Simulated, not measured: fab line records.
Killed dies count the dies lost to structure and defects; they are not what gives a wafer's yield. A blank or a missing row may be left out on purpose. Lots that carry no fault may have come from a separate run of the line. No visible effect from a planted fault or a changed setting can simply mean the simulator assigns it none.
Which tool was responsible? | flow nandHarc | 15 lots with 45 wafers sampled at 4 steps, on a route of 1159 steps

WHAT EACH GAUGE READ, for each wafer
The record holds no reading of a measuring or inspecting step that can be judged against a usual standard deviation.

WHAT TOOL EACH LOT RAN ON (gives the tool, then ch and the chambers of the sampled wafers, and finally the start)
lot  | NHARC_A_SGD_CUT_ETCHBACK_24       | NHARC_A_SLIT_EXPOSE_06            | NHARC_A_SLIT_ETCH_15                         | NHARC_A_SLIT_ETCH_17
L277 | rieDiel-05 ch 0,1,2, day 14 03:05 | arfiScanner-01 ch 0, day 14 06:35 | rieDiel-10 ch 1,2,3, day 14 10:02 or earlier | harEtch-02 ch 0,1, day 14 10:02
L280 | rieDiel-05 ch 0,1, day 14 17:01   | arfiScanner-03 ch 0, day 14 20:13 | rieDiel-09 ch 1,2, day 14 21:56 or earlier   | harEtch-02 ch 0,1, day 14 21:56
L279 | rieDiel-11 ch 2,3, day 14 17:01   | arfiScanner-01 ch 0, day 14 20:04 | rieDiel-04 ch 0,3, day 14 22:02 or earlier   | harEtch-01 ch 1, day 14 22:02
L282 | rieDiel-07 ch 0,1, day 14 17:04   | arfiScanner-03 ch 0, day 14 20:31 | rieDiel-10 ch 0,1,3, day 14 23:28 or earlier | harEtch-01 ch 0,1, day 14 23:28
L281 | rieDiel-11 ch 1,2,3, day 15 13:38 | arfiScanner-02 ch 0, day 15 18:03 | rieDiel-09 ch 0,1,2, day 15 19:39 or earlier | harEtch-01 ch 0,1, day 15 19:39
L283 | rieDiel-07 ch 1,2,3, day 16 08:55 | arfiScanner-03 ch 0, day 16 14:51 | rieDiel-04 ch 0,1,3, day 16 18:26 or earlier | harEtch-02 ch 0,1, day 16 18:26
L285 | rieDiel-07 ch 0,2,3, day 16 12:47 | arfiScanner-03 ch 0, day 16 18:26 | rieDiel-10 ch 0,1,2, day 16 22:29 or earlier | harEtch-01 ch 0,1, day 16 22:29
L287 | rieDiel-07 ch 0,1,3, day 16 12:55 | arfiScanner-02 ch 0, day 16 18:51 | rieDiel-09 ch 0,2,3, day 17 00:10 or earlier | harEtch-01 ch 0,1, day 17 00:10
L291 | rieDiel-05 ch 0,2,3, day 18 00:08 | arfiScanner-01 ch 0, day 18 03:20 | rieDiel-09 ch 0,1,3, day 18 04:25 or earlier | harEtch-01 ch 0,1, day 18 04:25
L289 | rieDiel-11 ch 1,2,3, day 18 00:09 | arfiScanner-03 ch 0, day 18 03:29 | rieDiel-10 ch 0,3, day 18 04:35 or earlier   | harEtch-02 ch 0,1, day 18 04:35
L288 | rieDiel-05 ch 1,2, day 18 00:18   | arfiScanner-02 ch 0, day 18 05:26 | rieDiel-04 ch 1,2, day 18 06:32 or earlier   | harEtch-02 ch 0,1, day 18 06:32
L292 | rieDiel-07 ch 1,2,3, day 18 09:41 | arfiScanner-02, day 18 16:13      | rieDiel-04 ch 1,2, day 18 17:48 or earlier   | harEtch-01 ch 0,1, day 18 17:48
L294 | rieDiel-11 ch 0,1,2, day 18 09:42 | arfiScanner-02, day 18 16:49      | rieDiel-09 ch 0,2,3, day 18 19:04 or earlier | harEtch-02 ch 0,1, day 18 19:04
L295 | rieDiel-05 ch 0,1,2, day 18 09:50 | arfiScanner-01, day 18 17:49      | rieDiel-04 ch 1,2,3, day 18 18:59 or earlier | harEtch-01 ch 0,1, day 18 18:59
L300 | rieDiel-07 ch 0,1,2, day 19 19:34 | arfiScanner-03 ch 0, day 19 22:43 | rieDiel-04 ch 0,2,3, day 20 00:52 or earlier | harEtch-02 ch 0,1, day 20 00:52
- NHARC_A_SGD_CUT_ETCHBACK_24: etches the open film in CH3F/O2, target depth 50 nm, time 92.857 s.
- NHARC_A_SLIT_EXPOSE_06: exposes mask SLIT.
- NHARC_A_SLIT_ETCH_15: etches the open film in O2/COS, target depth 3200 nm, time 832 s.
- NHARC_A_SLIT_ETCH_17: etches the open film in C4F8/O2/Ar, time 1687.5 s, target depth 10100 nm.

AS READ BY THE TOOLS THEMSELVES (means over the sampled wafers that have a number; for cases with no such wafer, the mark the record gives instead)
NHARC_A_SGD_CUT_ETCHBACK_24. Usual: drypumpMotorCurrentA 5.8 A, standard deviation 0.5; oesProductAu 0.98 a.u., standard deviation 0.033; rfVppV 244.4 V, standard deviation 1.6; showerheadPlenumPTorr 2.47 Torr, standard deviation 0.097; throttleValvePct 20.664 %, standard deviation 0.0099.
lot  | tool       | drypumpMotorCurrentA (A) | oesProductAu (a.u.) | rfVppV (V) | showerheadPlenumPTorr (Torr) | throttleValvePct (%) | flag
L277 | rieDiel-05 | 6.1                      | 1.01                | 245.7      | 2.55                         | 20.674               | 
L280 | rieDiel-05 | 6.1                      | 0.99                | 246.1      | 2.53                         | 20.664               | 
L279 | rieDiel-11 | 5.1                      | 0.99                | 242.3      | 2.33                         | 20.678               | 
L282 | rieDiel-07 | 5.9                      | 1.00                | 245.4      | 2.49                         | 20.657               | 
L281 | rieDiel-11 | 5.6                      | 0.94                | 243.7      | 2.41                         | 20.664               | 
L283 | rieDiel-07 | 5.9                      | 0.93                | 243.8      | 2.41                         | 20.668               | 
L285 | rieDiel-07 | 6.1                      | 1.01                | 244.3      | 2.49                         | 20.669               | 
L287 | rieDiel-07 | 5.8                      | 1.01                | 244.7      | 2.46                         | 20.671               | 
L291 | rieDiel-05 | 5.8                      | 0.93                | 244.3      | 2.48                         | 20.668               | 
L289 | rieDiel-11 | 5.6                      | 0.93                | 244.0      | 2.41                         | 20.660               | 
L288 | rieDiel-05 | 5.8                      | 1.01                | 245.9      | 2.55                         | 20.662               | 
L292 | rieDiel-07 | 5.9                      | 1.00                | 242.8      | 2.41                         | 20.665               | 
L294 | rieDiel-11 | 5.8                      | 0.99                | 244.0      | 2.49                         | 20.657               | 
L295 | rieDiel-05 | 6.0                      | 0.93                | 244.8      | 2.55                         | 20.661               | 
L300 | rieDiel-07 | 6.0                      | 0.93                | 243.7      | 2.43                         | 20.663               | 

NHARC_A_SLIT_EXPOSE_06. Usual: exposureDoseMJCm2 60.78, standard deviation 0.053; focusOffsetNm 0.0 nm, standard deviation 0.53.
lot  | tool           | exposureDoseMJCm2 | focusOffsetNm (nm) | flag
L277 | arfiScanner-01 | 60.73             | 0.5                | 
L280 | arfiScanner-03 | 60.77             | -0.3               | 
L279 | arfiScanner-01 | 60.75             | -0.4               | 
L282 | arfiScanner-03 | 60.82             | -0.2               | 
L281 | arfiScanner-02 | 60.79             | -0.2               | 
L283 | arfiScanner-03 | 60.78             | 0.3                | 
L285 | arfiScanner-03 | 60.87             | 0.3                | 
L287 | arfiScanner-02 | 60.78             | 0.6                | 
L291 | arfiScanner-01 | 60.79             | 0.5                | 
L289 | arfiScanner-03 | 60.81             | -0.5               | 
L288 | arfiScanner-02 | 60.72             | 1.1                | 
L292 | arfiScanner-02 | -                 | -                  | OFF
L294 | arfiScanner-02 | -                 | -                  | OFF
L295 | arfiScanner-01 | -                 | -                  | OFF
L300 | arfiScanner-03 | 60.88             | -0.1               | 

NHARC_A_SLIT_ETCH_15. Usual: drypumpMotorCurrentA 6.0 A, standard deviation 0.44; oesProductAu 0.999 a.u., standard deviation 0.013; rfVppV 314.8 V, standard deviation 1.3; showerheadPlenumPTorr 3.16 Torr, standard deviation 0.078; throttleValvePct 28.330 %, standard deviation 0.0089.
lot  | tool       | drypumpMotorCurrentA (A) | oesProductAu (a.u.) | rfVppV (V) | showerheadPlenumPTorr (Torr) | throttleValvePct (%) | flag
L277 | rieDiel-10 | 6.1                      | 1.014               | 315.4      | 3.23                         | 28.326               | 
L280 | rieDiel-09 | 5.5                      | 0.990               | 314.3      | 3.14                         | 28.335               | 
L279 | rieDiel-04 | 6.3                      | 0.992               | 315.2      | 3.15                         | 28.333               | 
L282 | rieDiel-10 | 6.0                      | 1.017               | 316.1      | 3.25                         | 28.334               | 
L281 | rieDiel-09 | 5.6                      | 0.990               | 315.3      | 3.19                         | 28.324               | 
L283 | rieDiel-04 | 6.1                      | 1.000               | 313.8      | 3.12                         | 28.329               | 
L285 | rieDiel-10 | 5.8                      | 1.003               | 314.9      | 3.18                         | 28.327               | 
L287 | rieDiel-09 | 5.5                      | 0.989               | 315.7      | 3.19                         | 28.330               | 
L291 | rieDiel-09 | 5.9                      | 0.994               | 315.1      | 3.17                         | 28.328               | 
L289 | rieDiel-10 | 6.0                      | 1.001               | 316.3      | 3.23                         | 28.334               | 
L288 | rieDiel-04 | 6.1                      | 1.001               | 313.8      | 3.08                         | 28.336               | 
L292 | rieDiel-04 | 6.3                      | 1.000               | 314.1      | 3.08                         | 28.335               | 
L294 | rieDiel-09 | 5.5                      | 0.986               | 314.6      | 3.19                         | 28.331               | 
L295 | rieDiel-04 | 6.3                      | 0.996               | 314.7      | 3.10                         | 28.330               | 
L300 | rieDiel-04 | 6.3                      | 1.008               | 314.5      | 3.12                         | 28.317               | 

NHARC_A_SLIT_ETCH_17. Usual: drypumpMotorCurrentA 5.7 A, standard deviation 0.32; showerheadPlenumPTorr 3.78 Torr, standard deviation 0.053; throttleValvePct 32.046 %, standard deviation 0.0091.
lot  | tool       | drypumpMotorCurrentA (A) | showerheadPlenumPTorr (Torr) | throttleValvePct (%) | flag
L277 | harEtch-02 | 5.8                      | 3.85                         | 32.040               | 
L280 | harEtch-02 | 5.8                      | 3.84                         | 32.043               | 
L279 | harEtch-01 | 6.1                      | 3.79                         | 32.036               | 
L282 | harEtch-01 | 5.6                      | 3.74                         | 32.042               | 
L281 | harEtch-01 | 5.9                      | 3.76                         | 32.050               | 
L283 | harEtch-02 | 5.8                      | 3.83                         | 32.048               | 
L285 | harEtch-01 | 5.6                      | 3.73                         | 32.048               | 
L287 | harEtch-01 | 5.6                      | 3.73                         | 32.044               | 
L291 | harEtch-01 | 5.8                      | 3.74                         | 32.056               | 
L289 | harEtch-02 | 5.8                      | 3.82                         | 32.046               | 
L288 | harEtch-02 | 5.8                      | 3.82                         | 32.034               | 
L292 | harEtch-01 | 5.6                      | 3.72                         | 32.042               | 
L294 | harEtch-02 | 5.7                      | 3.82                         | 32.052               | 
L295 | harEtch-01 | 5.6                      | 3.72                         | 32.046               | 
L300 | harEtch-02 | 5.8                      | 3.81                         | 32.049               | 

THE ANSWER, worked out from the rows above alone
Rule: a lot counts as off when the mean over its wafers that have a number is more than 3 standard deviations away from the usual mean. Also off: a lot with no number at a reading for which 4 or more lots have one. The other lots that the step has rows for count as sound. First the gauges in route order, then the tools' own readings, where a lot's mean is used as printed above. At the first step where some lot is off, the reading lying furthest off is the one used; lots without a number count as furthest.
Off: L292, L294, L295 (NHARC_A_SLIT_EXPOSE_06, exposureDoseMJCm2). Without a number there: L292, L294, L295.
A tool fits if, at that step or a process step before it, it ran every lot that is off, and no sound lot after the first of them. None of those tried fits.

WHAT THE SIMULATOR HAD PUT IN
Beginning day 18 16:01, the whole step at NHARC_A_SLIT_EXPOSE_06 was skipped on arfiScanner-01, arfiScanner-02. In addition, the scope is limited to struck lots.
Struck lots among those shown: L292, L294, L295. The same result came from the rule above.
